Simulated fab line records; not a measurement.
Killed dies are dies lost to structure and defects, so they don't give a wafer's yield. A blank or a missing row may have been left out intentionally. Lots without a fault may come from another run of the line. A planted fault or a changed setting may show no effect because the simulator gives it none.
Chamber matching :: flow n5_finfet :: N5_BEOL_M5_PRE_CLEAN_77 on cvd_co-01 has 3 sister chambers
The step time 15 s. 16 wafers are shown with their chamber, then 8 later ones without.

WAFERS PAIRED WITH THEIR CHAMBERS
wafer: L958.1
chamber: 2
heater_power_w (W): 94
rf_fwd_power_W (W): 297.9

wafer: L958.3
chamber: 0
heater_power_w (W): 63
rf_fwd_power_W (W): 298.0

wafer: L958.5
chamber: 0
heater_power_w (W): 66
rf_fwd_power_W (W): 298.6

wafer: L960.1
chamber: 1
heater_power_w (W): 92
rf_fwd_power_W (W): 296.3

wafer: L960.3
chamber: 0
heater_power_w (W): 66
rf_fwd_power_W (W): 299.1

wafer: L960.5
chamber: 2
heater_power_w (W): 94
rf_fwd_power_W (W): 297.8

wafer: L961.1
chamber: 1
heater_power_w (W): 93
rf_fwd_power_W (W): 297.0

wafer: L961.5
chamber: 1
heater_power_w (W): 92
rf_fwd_power_W (W): 295.8

wafer: L961.6
chamber: 0
heater_power_w (W): 65
rf_fwd_power_W (W): 298.6

wafer: L964.1
chamber: 0
heater_power_w (W): 65
rf_fwd_power_W (W): 298.1

wafer: L964.3
chamber: 2
heater_power_w (W): 98
rf_fwd_power_W (W): 298.5

wafer: L964.5
chamber: 0
heater_power_w (W): 63
rf_fwd_power_W (W): 297.8

wafer: L973.1
chamber: 2
heater_power_w (W): 98
rf_fwd_power_W (W): 297.7

wafer: L973.5
chamber: 2
heater_power_w (W): 96
rf_fwd_power_W (W): 298.2

wafer: L973.6
chamber: 1
heater_power_w (W): 91
rf_fwd_power_W (W): 295.6

wafer: L979.4
chamber: 0
heater_power_w (W): 66
rf_fwd_power_W (W): 297.2

SIGNATURES, as means of the wafers listed above
reading: heater_power_w
chamber 0: 64.86
chamber 1: 92.00
chamber 2: 96.00
scatter within a chamber: 1.49

reading: rf_fwd_power_W
chamber 0: 298.200
chamber 1: 296.175
chamber 2: 298.020
scatter within a chamber: 0.55
Rule: a wafer lies at a distance from a chamber equal to the root of the sum of squares, over the readings, of (its reading less the chamber's mean, divided by the reading's scatter). If the next closest chamber is less than 2 further off than the closest, the wafer can't be placed; otherwise it belongs to the closest. The scatter: the root of (the sum of the squares of (reading less its chamber's mean) over the shown wafers, divided by (wafers less chambers)).

WAFERS WHOSE CHAMBER IS MISSING
wafer: L979.5
heater_power_w (W): 99
rf_fwd_power_W (W): 297.6

wafer: L979.6
heater_power_w (W): 92
rf_fwd_power_W (W): 296.4

wafer: L978.1
heater_power_w (W): 99
rf_fwd_power_W (W): 298.4

wafer: L978.2
heater_power_w (W): 65
rf_fwd_power_W (W): 298.3

wafer: L978.4
heater_power_w (W): 66
rf_fwd_power_W (W): 298.2

wafer: L980.1
heater_power_w (W): 64
rf_fwd_power_W (W): 298.8

wafer: L980.2
heater_power_w (W): 97
rf_fwd_power_W (W): 297.7

wafer: L980.6
heater_power_w (W): 94
rf_fwd_power_W (W): 296.2

EACH ONE'S CHAMBER
wafer: L979.5
from the rows above: 2
in truth: 2

wafer: L979.6
from the rows above: 1
in truth: 1

wafer: L978.1
from the rows above: 2
in truth: 2

wafer: L978.2
from the rows above: 0
in truth: 0

wafer: L978.4
from the rows above: 0
in truth: 0

wafer: L980.1
from the rows above: 0
in truth: 0

wafer: L980.2
from the rows above: 2
in truth: 2

wafer: L980.6
from the rows above: 1
in truth: 1
Correct placement for 8 of the 8. From these rows, 0 cannot be placed. 0 placed wrongly.
